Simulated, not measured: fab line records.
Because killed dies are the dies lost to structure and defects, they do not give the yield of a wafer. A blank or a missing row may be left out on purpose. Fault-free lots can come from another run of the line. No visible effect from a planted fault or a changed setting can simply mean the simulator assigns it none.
fab line records | flow nandHarc | part 1 of 2: steps 1 to 40 of 41
record: lots: 6 | wafers: 18 | lastDay: 23
route steps=1159 shown P_M1@296 P_M2@318 END@1159
lots untouched by any fault: they come from a run of this same line in which no faults occurred
startH: the number of hours between the record's first day and the start of the first shown wafer of the lot | waitH: hours since the lot's step before | " unchanged from the row above | L1.1+2: a row that stands for several wafers | - no value, or no start given | * or withheld: withheld | < > ~ a bound
route shown NAME@n: NAME is a module with steps in the file, n the number in the route of the first one | usual: mean/standard deviation of fault-free wafers | same: alike in all rows | chamber/n: place in a boat | sites: each site's reading | _std_site: standard deviation of those values | _edge_site: mean of outer sites minus mean of inner sites | radiusMm: for every site, how far away it sits from the centre of the wafer | mask NAME#n: copy n | behind: the last tool/chamber to shape the wafer | hold: cause of the lot's hold/its duration in hours/its outcome | device: which transistor (n, p or np) failed to switch | end of line: the same wafers' tests at the end of the route | a step with no rows: only its recipe | killed: dies that structure and defects cost at the first sort, which is not the same as the wafer's yield | map: the dies of a wafer, with x for killed, . for not killed, _ for no die there
set.NAME: the setting as run; set.NAME@STEP: as run at that earlier step | model.NAME: the simulator's own value behind a step, which no gauge read
lots seen at some steps along the route; tables by step, rows by wafer
services: from which hour (startH, from the record's first day; less than 0 if before it) a tool's chamber was out of use, for how many hours, and why
== steps ==
step: NHARC_P_M1_OVL_MEAS_10
recipe: pitchNm: 260
usual: overlayXNm: 0.0/0.74 | overlayYNm: 0.0/0.97
lot.wafer | tool       | chamber | startH | waitH | overlayXNm | overlayYNm
L521.3    | overlay-01 | -       | 121.88 | -     | -1.2       | 1.0
L521.4    | "          | -       | "      | "     | -0.4       | 0.7
L521.6    | "          | -       | "      | "     | -0.5       | 0.7
L525.1    | overlay-02 | -       | 143.46 | -     | -0.2       | 0.3
L525.4    | "          | -       | "      | "     | -0.6       | 0.3
L525.6    | "          | -       | "      | "     | -0.2       | 0.7
L533.2    | overlay-02 | -       | 199.04 | -     | -0.2       | -0.2
L533.3    | "          | -       | "      | "     | -0.7       | -0.1
L533.5    | "          | -       | "      | "     | -0.3       | -0.4
L537.2    | overlay-01 | -       | 220.43 | -     | 0.5        | -0.1
L537.4    | "          | -       | "      | "     | 0.5        | -0.6
L537.5    | "          | -       | "      | "     | 0.0        | 0.3
L538.2    | overlay-01 | -       | 221.79 | -     | -0.2       | -1.7
L538.3    | "          | -       | "      | "     | -0.5       | -1.9
L538.5    | "          | -       | "      | "     | 0.1        | -1.6
L543.1    | overlay-01 | -       | 250.40 | -     | 0.7        | -0.8
L543.3    | "          | -       | "      | "     | 0.1        | -1.8
L543.6    | "          | -       | "      | "     | 0.6        | -0.9
step: NHARC_P_M1_INSPECT_11
usual: rawDefectCount: 4.4/2.8
lot.wafer | tool             | chamber | startH | waitH | rawDefectCount
L521.3    | defectInspect-02 | -       | 121.91 | 0.0   | 2
L521.4    | "                | -       | "      | "     | 2
L521.6    | "                | -       | "      | "     | 4
L525.1    | defectInspect-01 | -       | 143.50 | 0.0   | 5
L525.4    | "                | -       | "      | "     | 0
L525.6    | "                | -       | "      | "     | 5
L533.2    | defectInspect-01 | -       | 199.08 | 0.0   | 8
L533.3    | "                | -       | "      | "     | 4
L533.5    | "                | -       | "      | "     | 5
L537.2    | defectInspect-02 | -       | 220.47 | 0.0   | 16
L537.4    | "                | -       | "      | "     | 9
L537.5    | "                | -       | "      | "     | 9
L538.2    | defectInspect-01 | -       | 221.83 | 0.0   | 4
L538.3    | "                | -       | "      | "     | 6
L538.5    | "                | -       | "      | "     | 1
L543.1    | defectInspect-02 | -       | 250.44 | 0.0   | 1
L543.3    | "                | -       | "      | "     | 2
L543.6    | "                | -       | "      | "     | 0
step: NHARC_P_M1_DESCUM_14
recipe: timeS: 3 | o2FlowSccm: 200 | arFlowSccm: 0 | biasPowerW: 0 | chemistry: O2
step: NHARC_P_M1_ETCH_35
recipe: targetDepthA: 400 | overetchA: 120 | timeS: 43.94 | ionEnergyEv: 200 | n2FlowSccm: 150 | h2FlowSccm: 150 | arFlowSccm: 0 | rfW: 400 | biasW: 150 | chemistry: N2/H2
step: NHARC_P_M1_ETCH_15
recipe: targetDepthA: 1825 | timeS: 91.2 | c4f8FlowSccm: withheld | arFlowSccm: 400 | rfW: 600 | biasW: 300 | chemistry: C4F8/Ar
step: NHARC_P_M1_CD_MEAS_16
usual: cdNm: 130.2/0.93
lot.wafer | tool     | chamber | startH | waitH | cdNm
L521.3    | cdSem-02 | -       | 122.28 | -     | 131.5
L521.4    | "        | -       | "      | "     | 131.3
L521.6    | "        | -       | "      | "     | 131.5
L525.1    | cdSem-03 | -       | 143.87 | -     | 130.0
L525.4    | "        | -       | "      | "     | 130.3
L525.6    | "        | -       | "      | "     | 129.9
L533.2    | cdSem-01 | -       | 199.46 | -     | 132.6
L533.3    | "        | -       | "      | "     | 130.8
L533.5    | "        | -       | "      | "     | 130.2
L537.2    | cdSem-01 | -       | 220.83 | -     | 131.9
L537.4    | "        | -       | "      | "     | 130.7
L537.5    | "        | -       | "      | "     | 130.5
L538.2    | cdSem-03 | -       | 222.20 | -     | 130.3
L538.3    | "        | -       | "      | "     | 129.1
L538.5    | "        | -       | "      | "     | 130.2
L543.1    | cdSem-01 | -       | 250.81 | -     | 129.1
L543.3    | "        | -       | "      | "     | 130.6
L543.6    | "        | -       | "      | "     | 129.1
step: NHARC_P_M1_STRIP_18
recipe: powerW: 1000 | n2FlowSccm: 150 | h2FlowSccm: 150 | arFlowSccm: 0 | biasW: 0 | chemistry: N2/H2
usual: drypumpMotorCurrentA: 5.8/0.5 | mfcArSccm: 0.010/0.011 | oesProductAu: 0.999/0.011 | powerW: 1000/3.2 | rfVppV: 90.7/0.99 | showerheadPlenumPTorr: 2.04/0.097 | throttleValvePct: 14.171/0.0083
lot.wafer | tool       | chamber | startH | waitH | drypumpMotorCurrentA | mfcArSccm | oesProductAu | powerW | rfHoursCounterH | rfVppV | showerheadPlenumPTorr | throttleValvePct
L521.4    | rieDiel-10 | 2       | 122.35 | 0.1   | 5.9                  | 0.025     | 0.995        | 1001   | 10              | 90.7   | 2.19                  | 14.178
L521.3    | "          | 1       | "      | "     | 5.3                  | 0         | 1.009        | 999    | 9               | 91.0   | 2.10                  | 14.167
L521.6    | "          | 3       | "      | "     | 6.6                  | 0.023     | 1.012        | 1005   | -               | 91.1   | 2.00                  | 14.161
L525.1    | rieDiel-10 | 3       | 143.95 | 0.1   | 6.6                  | 0.023     | 1.005        | 1004   | 11              | 89.3   | 2.00                  | 14.181
L525.4    | "          | 2       | "      | "     | 5.8                  | 0.025     | 1.005        | 1001   | 11              | 90.5   | 2.19                  | 14.181
L525.6    | "          | 0       | "      | "     | 6.0                  | 0.003     | 0.991        | 998    | -               | 89.1   | 1.94                  | 14.161
L533.3    | rieDiel-09 | 3       | 199.57 | 0.1   | 6.1                  | 0         | 1.011        | 996    | 3               | 92.4   | 1.98                  | 14.178
L533.2    | "          | 0       | "      | "     | 5.3                  | 0         | 1.007        | 995    | 2               | 90.0   | 2.04                  | 14.176
L533.5    | "          | 2       | "      | "     | 5.9                  | 0.002     | 1.018        | 999    | -               | 93.0   | 2.18                  | 14.161
L537.2    | rieDiel-04 | 1       | 220.92 | 0.1   | 6.1                  | 0         | 1.001        | 1001   | 6               | 89.8   | 1.96                  | 14.166
L537.4    | "          | 0       | "      | "     | 6.0                  | 0.012     | 0.996        | 1005   | 7               | 89.6   | 1.92                  | 14.175
L537.5    | "          | 1       | "      | "     | 6.1                  | 0         | 0.998        | 1000   | -               | 91.3   | 1.96                  | 14.153
L538.3    | rieDiel-10 | 1       | 222.29 | 0.1   | 5.2                  | 0         | 0.987        | 1003   | 2               | 92.4   | 2.10                  | 14.166
L538.2    | "          | 2       | "      | "     | 5.9                  | 0.025     | 0.979        | 1005   | 3               | 91.6   | 2.19                  | 14.173
L538.5    | "          | 0       | "      | "     | 6.0                  | 0.003     | 0.987        | 995    | -               | 89.5   | 1.93                  | 14.179
L543.1    | rieDiel-04 | 2       | 250.88 | 0.1   | 5.1                  | 0.021     | 1.011        | 998    | 7               | 90.9   | 2.09                  | 14.153
L543.3    | "          | 0       | "      | "     | 6.0                  | 0.012     | 1.006        | 1001   | 9               | 89.8   | 1.92                  | 14.170
L543.6    | "          | 2       | "      | "     | 5.1                  | 0.021     | 1.009        | 1003   | -               | 91.5   | 2.09                  | 14.184
step: NHARC_P_M1_ETCH_28
recipe: targetDepthA: 300 | overEtchFrac: 0.3 | timeS: 72.99 | ionEnergyEv: 150 | cf4FlowSccm: 50 | n2FlowSccm: 100 | arFlowSccm: 150 | rfW: 300 | biasW: 100 | chemistry: CF4/N2
step: NHARC_P_M1_STRIP_19
recipe: timeS: 600 | tempC: 30 | chemistry: postEtchResidueRemover
step: NHARC_P_M1_DEGAS_29
recipe: tempC: 250 | timeS: 60
step: NHARC_P_M1_PRE_CLEAN_30
recipe: timeS: 30 | tempC: 280 | gas: H2/He
step: NHARC_P_M1_PVD_20
recipe: targetThkA: 50 | biasV: 168.6 | powerW: 15000 | chamberPressurePa: 0.12 | timeS: 8.06 | substrateTempC: 50 | material: TaN
step: NHARC_P_M1_PVD_21
recipe: targetThkA: 300 | chamberPressurePa: 5 | powerW: 5000 | substrateTempC: 30 | timeS: 20.49 | material: Cu
usual: throttleValvePct: 30.0/1.1
lot.wafer | tool          | chamber | startH | waitH | throttleValvePct
L521.3    | pvdSputter-02 | -       | 123.22 | -     | 29.3
L521.4    | "             | -       | "      | "     | 32.5
L521.6    | "             | -       | "      | "     | 29.7
L525.4    | pvdSputter-01 | -       | 144.96 | -     | 30.9
L525.1    | "             | -       | "      | "     | 29.6
L525.6    | "             | -       | "      | "     | 31.0
L533.2    | pvdSputter-02 | -       | 200.42 | -     | 29.0
L533.3    | "             | -       | "      | "     | 32.3
L533.5    | "             | -       | "      | "     | 29.0
L537.4    | pvdSputter-01 | -       | 221.80 | -     | 30.7
L537.2    | "             | -       | "      | "     | 29.1
L537.5    | "             | -       | "      | "     | 30.5
L538.3    | pvdSputter-01 | -       | 223.14 | -     | 28.7
L538.2    | "             | -       | "      | "     | 30.5
L538.5    | "             | -       | "      | "     | 28.8
L543.3    | pvdSputter-03 | -       | 251.75 | -     | 29.8
L543.1    | "             | -       | "      | "     | 30.4
L543.6    | "             | -       | "      | "     | 30.1
step: NHARC_P_M1_ECD_22
recipe: targetThkA: 4000 | bathTempC: 25 | material: Cu
step: NHARC_P_M1_ANNEAL_31
recipe: tempC: 225 | timeS: 90
usual: wafer_temp_C_max: 225.98/0.28
lot.wafer | tool         | chamber | startH | waitH | wafer_temp_C_max
L521.3    | rtpAnneal-01 | 0       | 123.84 | 0.3   | 226.33
L521.4    | "            | 0       | "      | "     | 226.17
L521.6    | "            | 0       | "      | "     | 226.09
L525.1    | rtpAnneal-02 | 0       | 145.68 | 0.5   | 226.10
L525.4    | "            | 0       | "      | "     | 226.11
L525.6    | "            | 0       | "      | "     | 226.09
L533.2    | rtpAnneal-02 | 0       | 200.98 | 0.4   | 225.73
L533.3    | "            | 0       | "      | "     | 225.76
L533.5    | "            | 0       | "      | "     | 226.29
L537.2    | rtpAnneal-02 | 0       | 222.34 | -     | 225.68
L537.4    | "            | 0       | "      | "     | 225.49
L537.5    | "            | 0       | "      | "     | 225.81
L538.2    | rtpAnneal-02 | 0       | 223.93 | -     | 225.68
L538.3    | "            | 0       | "      | "     | 225.71
L538.5    | "            | 0       | "      | "     | 225.67
L543.1    | rtpAnneal-01 | 0       | 252.42 | -     | 225.97
L543.3    | "            | 0       | "      | "     | 226.44
L543.6    | "            | 0       | "      | "     | 226.11
step: NHARC_P_M1_CMP_23
recipe: tOverpolishS: 20 | targetThkNm: 157.82
usual: motorCurrentA: 11.4/1.2 | slurryFlowMlMin: 150.0/0.48 | timeToEndpointS: 28.3/3
lot.wafer | tool   | chamber | startH | waitH | motorCurrentA | slurryFlowMlMin | timeToEndpointS
L521.4    | cmp-03 | 3       | 124.08 | -     | 9.4           | 149.8           | 31.2
L521.3    | "      | 2       | "      | "     | 11.2          | 149.3           | 29.4
L521.6    | "      | 0       | "      | "     | 9.9           | 149.2           | 29.1
L525.1    | cmp-01 | 2       | 146.06 | -     | 12.3          | 150.4           | 29.3
L525.4    | "      | 0       | "      | "     | 13.0          | 149.5           | 31.6
L525.6    | "      | 1       | "      | "     | 10.8          | 149.1           | 28.6
L533.2    | cmp-01 | 1       | 201.27 | -     | 10.8          | 149.9           | 27.9
L533.3    | "      | 2       | "      | "     | 12.3          | 149.9           | 30.7
L533.5    | "      | 2       | "      | "     | 12.0          | 149.2           | 30.2
L537.2    | cmp-03 | 2       | 222.64 | -     | 10.9          | 149.8           | 26.1
L537.4    | "      | 3       | "      | "     | 9.0           | 149.8           | 27.8
L537.5    | "      | 2       | "      | "     | 11.8          | 149.7           | 24.9
L538.2    | cmp-03 | 2       | 224.22 | -     | 10.9          | 150.4           | 26.9
L538.3    | "      | 3       | "      | "     | 9.5           | 150.0           | 26.4
L538.5    | "      | 2       | "      | "     | 10.8          | 149.5           | 25.0
L543.3    | cmp-03 | 3       | 252.76 | -     | 9.8           | 150.3           | 23.5
L543.1    | "      | 0       | "      | "     | 10.1          | 150.8           | 21.8
L543.6    | "      | 3       | "      | "     | 9.9           | 149.8           | 22.2
step: NHARC_P_M1_SRD_25
step: NHARC_P_M1_INSPECT_27
usual: rawDefectCount: 272/92
lot.wafer | tool             | chamber | startH | waitH | rawDefectCount
L521.3    | defectInspect-01 | -       | 124.56 | 0.0   | 139
L521.4    | "                | -       | "      | "     | 295
L521.6    | "                | -       | "      | "     | 174
L525.1    | defectInspect-02 | -       | 146.50 | 0.0   | 178
L525.4    | "                | -       | "      | "     | 188
L525.6    | "                | -       | "      | "     | 208
L533.2    | defectInspect-02 | -       | 201.74 | 0.0   | 210
L533.3    | "                | -       | "      | "     | 261
L533.5    | "                | -       | "      | "     | 231
L537.2    | defectInspect-02 | -       | 223.11 | 0.0   | 204
L537.4    | "                | -       | "      | "     | 145
L537.5    | "                | -       | "      | "     | 176
L538.2    | defectInspect-02 | -       | 224.69 | 0.0   | 210
L538.3    | "                | -       | "      | "     | 211
L538.5    | "                | -       | "      | "     | 195
L543.1    | defectInspect-01 | -       | 253.25 | 0.1   | 224
L543.3    | "                | -       | "      | "     | 198
L543.6    | "                | -       | "      | "     | 460
step: NHARC_P_M1_PRE_CLEAN_32
recipe: timeS: 12 | tempC: 370 | rfPowerW: 300 | gas: NH3
step: NHARC_P_M1_DEP_33
recipe: targetThkA: 300 | tempC: 370 | targetThkNm: 30 | pressureTorr: 3 | flowSccm: 200 | rfW: 450 | material: SiCN
usual: heaterPowerW: 590/64
lot.wafer | tool     | chamber | startH | waitH | heaterPowerW
L521.3    | pecvd-04 | 0       | 124.70 | 0.1   | 600
L521.6    | "        | 0       | "      | "     | 590
L521.4    | "        | 2       | "      | "     | 477
L525.1    | pecvd-04 | 1       | 146.64 | 0.1   | 637
L525.6    | "        | 1       | "      | "     | 631
L525.4    | "        | 2       | "      | "     | 540
L533.2    | pecvd-02 | 1       | 201.93 | 0.1   | 581
L533.3    | "        | 2       | "      | "     | 624
L533.5    | "        | 2       | "      | "     | 614
L537.2    | pecvd-03 | 1       | 223.83 | 0.1   | 596
L537.5    | "        | 1       | "      | "     | 600
L537.4    | "        | 0       | "      | "     | 655
L538.3    | pecvd-04 | 2       | 224.84 | 0.1   | 519
L538.2    | "        | 1       | "      | "     | 744
L538.5    | "        | 1       | "      | "     | 737
L543.1    | pecvd-03 | 0       | 253.84 | 0.1   | 562
L543.3    | "        | 2       | "      | "     | 551
L543.6    | "        | 2       | "      | "     | 558
step: NHARC_P_M2_DEP_00
recipe: targetThkA: 1825 | targetThkNm: 182.5 | tempC: withheld | pressureTorr: 5 | flowSccm: 200 | rfW: 600 | material: SiOC
step: NHARC_P_M2_DEHYDRATE_01
recipe: tempC: 150 | timeS: 120
step: NHARC_P_M2_HMDS_02
recipe: timeS: 30
step: NHARC_P_M2_COAT_34
recipe: tempC: 200 | timeS: 65
step: NHARC_P_M2_COAT_03
recipe: spinRpm: 1500 | resistThkNm: 90
step: NHARC_P_M2_SOFTBAKE_04
recipe: tempC: 105 | timeS: 55
step: NHARC_P_M2_EBR_05
step: NHARC_P_M2_EXPOSE_06
recipe: na: 1.35 | targetCdNm: 170 | doseMj: 80.78 | maskId: P_M2
step: NHARC_P_M2_PEB_07
recipe: pebTempC: 100 | pebTimeS: 65
step: NHARC_P_M2_DEVELOP_08
recipe: developTimeS: 35 | devTempC: 23
step: NHARC_P_M2_CD_MEAS_09
recipe: targetCdNm: 170 | landingEnergyEv: 500
usual: cdNm: 170.4/0.97
lot.wafer | tool     | chamber | startH | waitH | cdNm
L521.3    | cdSem-03 | 0       | 125.95 | -     | 169.8
L521.4    | "        | 0       | "      | "     | 169.7
L521.6    | "        | 0       | "      | "     | 169.6
L525.1    | cdSem-01 | 0       | 147.89 | -     | 168.6
L525.4    | "        | 0       | "      | "     | 167.6
L525.6    | "        | 0       | "      | "     | 169.4
L533.2    | cdSem-02 | 0       | 203.12 | -     | 170.6
L533.3    | "        | 0       | "      | "     | 171.4
L533.5    | "        | 0       | "      | "     | 170.0
L537.4    | cdSem-02 | 0       | 225.23 | -     | 169.2
L537.5    | "        | 0       | "      | "     | 170.2
L538.2    | cdSem-02 | 0       | 225.94 | -     | 172.2
L543.1    | cdSem-02 | 0       | 255.38 | -     | 170.8
L543.3    | "        | 0       | "      | "     | 171.3
L543.6    | "        | 0       | "      | "     | 171.2
step: NHARC_P_M2_OVL_MEAS_10
recipe: pitchNm: 340
usual: overlayXNm: 0.2/0.9 | overlayYNm: 0.1/0.94
lot.wafer | tool       | chamber | startH | waitH | overlayXNm | overlayYNm
L521.3    | overlay-02 | -       | 126.03 | -     | 1.9        | -0.5
L521.4    | "          | -       | "      | "     | 1.6        | -0.3
L521.6    | "          | -       | "      | "     | 1.4        | -0.6
L525.1    | overlay-01 | -       | 147.98 | -     | 0.6        | -1.0
L525.4    | "          | -       | "      | "     | -0.6       | -1.7
L525.6    | "          | -       | "      | "     | 0.4        | -1.9
L533.2    | overlay-02 | -       | 203.20 | -     | -0.1       | 1.2
L533.3    | "          | -       | "      | "     | -0.6       | 1.3
L533.5    | "          | -       | "      | "     | -0.6       | 1.3
L537.4    | overlay-02 | -       | 225.31 | -     | -0.7       | -0.3
L537.5    | "          | -       | "      | "     | -0.6       | -0.3
L538.2    | overlay-02 | -       | 226.02 | -     | -0.2       | -0.6
L543.1    | overlay-02 | -       | 255.47 | -     | 0.4        | -0.5
L543.3    | "          | -       | "      | "     | 0.6        | -0.4
L543.6    | "          | -       | "      | "     | 0.5        | -1.2
step: NHARC_P_M2_INSPECT_11
usual: rawDefectCount: 5/3.1
lot.wafer | tool             | chamber | startH | waitH | rawDefectCount
L521.3    | defectInspect-01 | -       | 126.07 | 0.0   | 4
L521.4    | "                | -       | "      | "     | 9
L521.6    | "                | -       | "      | "     | 4
L525.1    | defectInspect-01 | -       | 148.01 | 0.0   | 2
L525.4    | "                | -       | "      | "     | 1
L525.6    | "                | -       | "      | "     | 4
L533.2    | defectInspect-01 | -       | 203.24 | 0.0   | 7
L533.3    | "                | -       | "      | "     | 7
L533.5    | "                | -       | "      | "     | 3
L537.4    | defectInspect-02 | -       | 225.34 | 0.0   | 11
L537.5    | "                | -       | "      | "     | 8
L538.2    | defectInspect-02 | -       | 226.06 | 0.0   | 3
L543.1    | defectInspect-02 | -       | 255.50 | 0.0   | 2
L543.3    | "                | -       | "      | "     | 3
L543.6    | "                | -       | "      | "     | 3
step: NHARC_P_M2_DESCUM_14
recipe: timeS: 3 | o2FlowSccm: 200 | arFlowSccm: 0 | biasPowerW: 0 | chemistry: O2
step: NHARC_P_M2_ETCH_35
recipe: targetDepthA: 400 | overetchA: 120 | timeS: 43.94 | ionEnergyEv: 200 | n2FlowSccm: 150 | h2FlowSccm: 150 | arFlowSccm: 0 | rfW: 400 | biasW: 150 | chemistry: N2/H2
step: NHARC_P_M2_ETCH_15
recipe: targetDepthA: 1825 | timeS: 91.2 | c4f8FlowSccm: withheld | arFlowSccm: 400 | rfW: 600 | biasW: 300 | chemistry: C4F8/Ar
step: NHARC_P_M2_CD_MEAS_16
usual: cdNm: 170.5/1.1
lot.wafer | tool     | chamber | startH | waitH | cdNm
L521.3    | cdSem-03 | -       | 126.45 | -     | 170.5
L521.4    | "        | -       | "      | "     | 169.9
L521.6    | "        | -       | "      | "     | 170.4
L525.1    | cdSem-03 | -       | 148.39 | -     | 169.8
L525.4    | "        | -       | "      | "     | 167.9
L525.6    | "        | -       | "      | "     | 170.5
L533.2    | cdSem-03 | -       | 203.67 | -     | 170.2
L533.3    | "        | -       | "      | "     | 170.3
L533.5    | "        | -       | "      | "     | 169.4
L537.4    | cdSem-01 | -       | 225.72 | -     | 169.0
L537.5    | "        | -       | "      | "     | 170.2
L538.2    | cdSem-02 | -       | 226.43 | -     | 172.6
L543.1    | cdSem-03 | -       | 255.93 | -     | 170.9
L543.3    | "        | -       | "      | "     | 170.7
L543.6    | "        | -       | "      | "     | 171.8
step: NHARC_P_M2_STRIP_18
recipe: powerW: 1000 | n2FlowSccm: 150 | h2FlowSccm: 150 | arFlowSccm: 0 | biasW: 0 | chemistry: N2/H2
step: NHARC_P_M2_ETCH_28
recipe: targetDepthA: 300 | overEtchFrac: 0.3 | timeS: 72.99 | ionEnergyEv: 150 | cf4FlowSccm: 50 | n2FlowSccm: 100 | arFlowSccm: 150 | rfW: 300 | biasW: 100 | chemistry: CF4/N2
usual: drypumpMotorCurrentA: 5.9/0.37 | mfcArSccm: 150.0/0.47 | oesProductAu: 0.996/0.012 | rfVppV: 314.2/2.2 | showerheadPlenumPTorr: 2.63/0.12 | throttleValvePct: 19.794/0.0093
lot.wafer | tool       | chamber | startH | waitH | drypumpMotorCurrentA | mfcArSccm | oesProductAu | rfHoursCounterH | rfVppV | showerheadPlenumPTorr | throttleValvePct
L521.3    | rieDiel-01 | 1       | -      | -     | 5.4                  | 149.5     | 1.012        | 5               | 315.3  | 2.66                  | 19.788
L521.4    | "          | 0       | "      | "     | 6.0                  | 149.9     | 1.011        | 6               | 316.8  | 2.80                  | 19.806
L521.6    | "          | 1       | "      | "     | 5.4                  | 150.6     | 1.019        | -               | 314.2  | 2.66                  | 19.811
L525.1    | rieDiel-01 | 3       | -      | -     | 6.3                  | 149.4     | 1.012        | 0               | 312.9  | 2.49                  | 19.814
L525.4    | "          | 0       | "      | "     | 6.0                  | 150.3     | 0.999        | 0               | 316.7  | 2.80                  | 19.806
L525.6    | "          | 0       | "      | "     | 6.0                  | 149.7     | 0.996        | -               | 315.6  | 2.80                  | 19.799
L533.2    | rieDiel-01 | 1       | -      | -     | 5.4                  | 150.1     | 1.007        | 3               | 314.7  | 2.66                  | 19.790
L533.3    | "          | 0       | "      | "     | 6.0                  | 148.9     | 0.999        | 3               | 316.5  | 2.80                  | 19.791
L533.5    | "          | 1       | "      | "     | 5.4                  | 150.5     | 1.010        | -               | 314.5  | 2.66                  | 19.784
L537.4    | rieDiel-03 | 3       | -      | -     | 6.7                  | 150.4     | 0.986        | 0               | 313.9  | 2.56                  | 19.787
L537.5    | "          | 3       | "      | "     | 6.7                  | 149.9     | 0.984        | -               | 311.5  | 2.56                  | 19.799
L538.2    | rieDiel-03 | 3       | -      | -     | 6.7                  | 149.8     | 0.981        | 0               | 313.7  | 2.56                  | 19.803
L543.3    | rieDiel-03 | 0       | -      | -     | 5.9                  | 150.0     | 1.008        | 6               | 313.2  | 2.61                  | 19.793
L543.1    | "          | 2       | "      | "     | 5.5                  | 150.0     | 0.997        | 6               | 316.3  | 2.76                  | 19.782
L543.6    | "          | 1       | "      | "     | 6.0                  | 149.6     | 0.996        | -               | 311.4  | 2.47                  | 19.795
step: NHARC_P_M2_STRIP_19
recipe: timeS: 600 | tempC: 30 | chemistry: postEtchResidueRemover
